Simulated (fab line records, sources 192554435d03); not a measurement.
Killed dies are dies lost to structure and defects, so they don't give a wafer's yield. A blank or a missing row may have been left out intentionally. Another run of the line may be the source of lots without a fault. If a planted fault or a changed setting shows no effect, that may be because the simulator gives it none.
Split-lot trial + flow n5_finfet + 21 wafers read from 7 lots, route of 1938 steps

## ON THE SPLIT
At N5_FIN_SAQP_SPACER1_ALD_24 (deposits SiO2, target thk 20.3 nm, pulse time 1 s, purge time 2 s), the setting ald_cycles was moved away from the recipe's 218 on 4 of the 21 wafers read, by -8.3% to +13.8%. This setting was run at the recipe's value on the other wafers.

## FROM THE SPLIT TO THE READING: what the file shows between them, 2 steps
- N5_FIN_SAQP_SPACER1_ETCHBACK_25: etches SiO2 in CHF3/O2, target depth 24.4 nm, time 12.2 s
- N5_FIN_SAQP_MANDREL1_REMOVE_56: chemistry HBr/Cl2/O2, target a-Si, stops on SiNx, bt time 10 s

## THE READING
cd_nm, in nm, at N5_FIN_SAQP_CD_MEAS_27 (target cd 20 nm). Typical for fault-free wafers on this fab line: 20.37 nm, with standard deviation 0.25 nm.

| wafer  | tool, chamber at the split | ald_cycles as run | against the recipe | cd_nm, nm | against lot-mates on the recipe |
|--------|----------------------------|-------------------|--------------------|-----------|---------------------------------|
| L075.2 | ald_sin-04, 1,3,0          | 218               | recipe             | 20.40     | -                               |
| L075.3 | ald_sin-04, 1,3,0          | 218               | recipe             | 20.26     | -                               |
| L075.4 | ald_sin-04, 1,3,0          | 218               | recipe             | 20.18     | -                               |
| L077.4 | ald_sin-04, 0              | 218               | recipe             | 20.18     | -                               |
| L077.5 | ald_sin-04, 0              | 218               | recipe             | 20.28     | -                               |
| L077.6 | ald_sin-04, 1              | 218               | recipe             | 20.50     | -                               |
| L079.4 | ald_sin-04, 0,3            | 218               | recipe             | 20.28     | -                               |
| L079.5 | ald_sin-04, 0,3            | 218               | recipe             | 20.40     | -                               |
| L079.6 | ald_sin-04, 0              | 218               | recipe             | 20.41     | -                               |
| L085.2 | ald_sin-01, 1              | 200               | -8.3%              | 18.76     | -1.40                           |
| L085.4 | ald_sin-01, 0              | 200               | -8.3%              | 19.19     | -0.97                           |
| L085.6 | ald_sin-01, 0              | 218               | recipe             | 20.16     | -                               |
| L086.2 | ald_sin-03, 2              | 232               | +6.4%              | 21.95     | +1.82                           |
| L086.4 | ald_sin-03, 1              | 218               | recipe             | 20.00     | -                               |
| L086.5 | ald_sin-03, 3              | 218               | recipe             | 20.27     | -                               |
| L088.2 | ald_sin-01, 2              | 218               | recipe             | 20.62     | -                               |
| L088.5 | ald_sin-01, 1              | 248               | +13.8%             | 23.19     | +2.64                           |
| L088.6 | ald_sin-01, 0              | 218               | recipe             | 20.48     | -                               |
| L097.1 | ald_sin-04, 1,2            | 218               | recipe             | 20.42     | -                               |
| L097.3 | ald_sin-04, 1,2            | 218               | recipe             | 20.05     | -                               |
| L097.6 | ald_sin-04, 3              | 218               | recipe             | 20.20     | -                               |
Rows listing several chambers each stand for several wafers; the file does not say which wafer went through which chamber.

FIT RESULTS
A straight line over all 21 wafers: cd_nm changes by +0.196 nm for each +1% of ald_cycles; r = +0.97; the points scatter about the line by 0.21 nm.
The same after taking each lot's own level away (the mean of its wafers on the recipe; 21 wafers): +0.183 nm for each +1%; r = +0.97; scatter 0.21 nm.
On that fit, the largest move of ald_cycles shifts the reading by 2.5 nm.
From 20.135 to 20.550 nm: that is the span of the lots' own levels, equal to 1.7 times the standard deviation above.
So the lot-to-lot level changes the slope little: the two slopes agree.
Check: +2.53 nm against its lot-mates is what the line predicts for one of the wafers moved furthest among these (+13.8%) when that wafer is left out of the fit. Against them it came out at +2.64 nm.

## THESE WAFERS: OTHER SPLITS
These wafers also went through other splits before the reading. Each is held against what the fit with the lots' levels taken away leaves over:
| other split on the same wafers            | wafers away from the commonest value | r with cd_nm (lot level and that fit taken away) |
|-------------------------------------------|--------------------------------------|--------------------------------------------------|
| N5_ZERO_LAYER_EXPOSE_08 dose_mj           | 7                                    | -0.30                                            |
| N5_WELL_APT_COAT_02 spin_rpm              | 7                                    | -0.12                                            |
| N5_PMOS_HMC_CHANNEL_EPI_PEB_07 peb_time_s | 4                                    | +0.17                                            |

## THE WHOLE CHAIN: every reading that the file lists as answering this split, in the file's order
| step                           | what it does                                                      | reading                                                                                 | change (the file's fit)               | r (the file's) |
|--------------------------------|-------------------------------------------------------------------|-----------------------------------------------------------------------------------------|---------------------------------------|----------------|
| N5_FIN_SAQP_SPACER1_ALD_24     | deposits SiO2, target thk 20.3 nm, pulse time 1 s, purge time 2 s | SiO2_of_FIN_SAQP_SPACER1_ALD_24.thk_nm (the simulator's own value, which no gauge read) | +0.199 nm for each +1% of the setting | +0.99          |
| N5_FIN_SAQP_MANDREL1_REMOVE_56 | chemistry HBr/Cl2/O2, target a-Si, stops on SiNx, bt time 10 s    | FIN_SAQP.cd_nm (the simulator's own value, which no gauge read)                         | +0.195 nm for each +1% of the setting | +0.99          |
| N5_FIN_SAQP_CD_MEAS_27         | target cd 20 nm                                                   | cd_nm                                                                                   | +0.193 nm for each +1% of the setting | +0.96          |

## THE FILE'S OWN FIT
cd_nm changes by +0.193 nm for each +1% of ald_cycles, r = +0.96.
